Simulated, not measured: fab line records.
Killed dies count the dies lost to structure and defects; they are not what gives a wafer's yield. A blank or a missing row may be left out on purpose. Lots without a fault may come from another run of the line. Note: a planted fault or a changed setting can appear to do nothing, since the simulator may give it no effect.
A lot that was struck, set against a sound lot ; flow nand-harc ; 25 out of 1302 route steps
Sound: these wafers, L805.2, L805.4, L805.6. The struck wafers were L791.2, L791.3, L791.4. The cause is named last.
Order at every step that has rows: each side's tool, ch and its chambers, its first start. Under that, the readings that differ: sound wafers ; struck wafers ; difference of the means ; sigmas: that difference in standard deviations of wafers without a fault.
alike: readings whose means differ by less than 2 such deviations, and words and numbers that are the same on both sides. not compared: withheld readings, readings that some wafer has no value for, bounds like >300 that may hide the same value, and numbers for which the record gives no deviation and whose values overlap.
The two part at a step that has a row with sigmas, a row that says differs or no value, or rows on one side only. Non-overlapping numbers with no deviation appear without sigmas and do not part them. A reading missing from all wafers of one side parts the sides only when that side holds two or more wafers.

first, 8 steps without rows for these wafers: NHARC_A_CHANNEL_HOLE_D2_DEVELOP_09 (develop time 35 s); NHARC_A_CHANNEL_HOLE_D2_DESCUM_15 (chemistry O2, time 3 s); NHARC_A_CHANNEL_HOLE_D2_ETCH_38 (etches the open film in CF4, target depth 39 nm, time 65 s); NHARC_A_CHANNEL_HOLE_D2_ETCH_39 (etches the open film in N2/H2, target depth 260 nm, time 325 s); NHARC_A_CHANNEL_HOLE_D2_ETCH_34 (etches the open film in CF4/CHF3, target depth 154 nm, time 77 s); NHARC_A_CHANNEL_HOLE_D2_ETCH_16 (etches the open film in O2/COS, target depth 3100 nm, time 806 s); NHARC_A_CHANNEL_HOLE_D2_ETCH_19 (etches the open film in C4F8/O2/Ar, time 34.5 s); NHARC_A_CHANNEL_HOLE_D2_ETCH_20 (etches the open film in C4F8/O2/Ar, time 361.9 s, target depth 1600 nm).
NHARC_A_CHANNEL_HOLE_D2_ETCH_21: etches the open film in C4F8/O2/Ar, time 514.3 s, target depth 1600 nm.
  sound on har-etch-01 ch 0,1, day 20 16:32; struck on har-etch-02 ch 0,1, day 15 03:49
  no value came back on the struck wafers for any of 6 readings (c4f8-flow-sccm (sccm), chamber-pressure-mTorr (mTorr) and others); on the sound wafers c4f8-flow-sccm (sccm) reads 89.27 89.60 88.92
  not compared: rf-hours-counter-h
then, 9 steps without rows for these wafers: NHARC_A_CHANNEL_HOLE_D2_ETCH_22 (etches the open film in C4F8/O2/Ar, time 666.7 s, target depth 1600 nm); NHARC_A_CHANNEL_HOLE_D2_ETCH_23 (etches the open film in C4F8/O2/Ar, time 819 s, target depth 1600 nm); NHARC_A_CHANNEL_HOLE_D2_ETCH_24 (etches the open film in C4F8/O2/Ar, time 906.2 s, target depth 1500 nm); NHARC_A_CHANNEL_HOLE_D2_ETCH_25 (etches the open film in C4F8/O2/Ar, time 1040.2 s, target depth 1500 nm); NHARC_A_CHANNEL_HOLE_D2_ETCH_26 (etches the open film in C4F8/O2/Ar, time 224.1 s, target depth 300 nm); NHARC_A_CHANNEL_HOLE_D2_ETCH_27 (etches the open film in C4F8/O2/Ar, time 90 s, target depth 400 nm); NHARC_A_CHANNEL_HOLE_D2_STRIP_41 (strips in N2/H2); NHARC_A_CHANNEL_HOLE_D2_STRIP_42 (strips in CF4/CHF3); NHARC_A_CHANNEL_HOLE_D2_STRIP_43 (strips in O2/COS).
NHARC_A_CHANNEL_HOLE_D2_ETCH_44: etches the open film in CF4/O2, target depth 140 nm, overetch 14 nm, time 77 s.
  sound on rie-diel-04 ch 0,1, day 20 20:50; struck on rie-diel-11 ch 0,2,3, day 15 08:06
reading;sound;struck;difference;sigmas
rf-vpp-V (V);196.5 196.9 198.1;199.1 199.1 200.6;+2.4;+2
  alike: bias-w, cf4-flow-sccm, drypump-motor-current-A, mfc-ar-sccm, oes-product-au, showerhead-plenum-p-Torr, throttle-valve-pct
  not compared: rf-hours-counter-h, model.A_CHANNEL_HOLE_D2.cd-nm
then, 3 steps without rows for these wafers: NHARC_A_CHANNEL_HOLE_D2_STRIP_28 (strips in O2); NHARC_A_CHANNEL_HOLE_D2_PRECLEAN_29 (cleans in SC1); NHARC_A_CHANNEL_HOLE_D2_SRD_30.
NHARC_A_CHANNEL_HOLE_D2_CD_MEAS_31:
  sound on cd-sem-02 at day 20 21:39; struck on cd-sem-02 at day 15 08:54
reading;sound;struck;difference;sigmas
cd-nm (nm);87.6 87.6 89.0;3.6 3.0 -0.3;-86.0;-48
NHARC_A_CHANNEL_HOLE_D2_XSEM_32:
  sound on xsem-01 ch 0, day 20 21:44; struck on xsem-02 ch 0, day 15 08:59
reading;sound;struck;difference;sigmas
bot-cd-nm (nm);71.3 71.7 72.6;3.4 3.4 0.0;-69.6;-39
bow-nm (nm);8.89 8.94 8.95;0.45 0.44 0.45;-8.48;-45
  alike: tilt-deg
-- record jumps: 12 days between struck wafers' starts before vs after; left off in module A_CHANNEL_HOLE_D2, resumes in module END, first step shown is number 1302 of the route --
NHARC_END_SORT_01:
  sound on prober-01 ch 0, day 32 22:49; struck on prober-02 ch 0, day 27 07:51
reading;sound;struck;difference;sigmas
killed-at-array;98 101;672 666 674;+571;+27
killed-dies;104 107;677 677 677;+572;+27
killed-open;1 3;8 8 6;+5;+3
killed-short;3 1;5 4 9;+4;+3
  alike: killed-at-other, killed-at-periphery

WHERE THEY PART
At NHARC_A_CHANNEL_HOLE_D2_ETCH_21 first; at NHARC_END_SORT_01 last (within this record only).

WHY: whatever the simulator had introduced
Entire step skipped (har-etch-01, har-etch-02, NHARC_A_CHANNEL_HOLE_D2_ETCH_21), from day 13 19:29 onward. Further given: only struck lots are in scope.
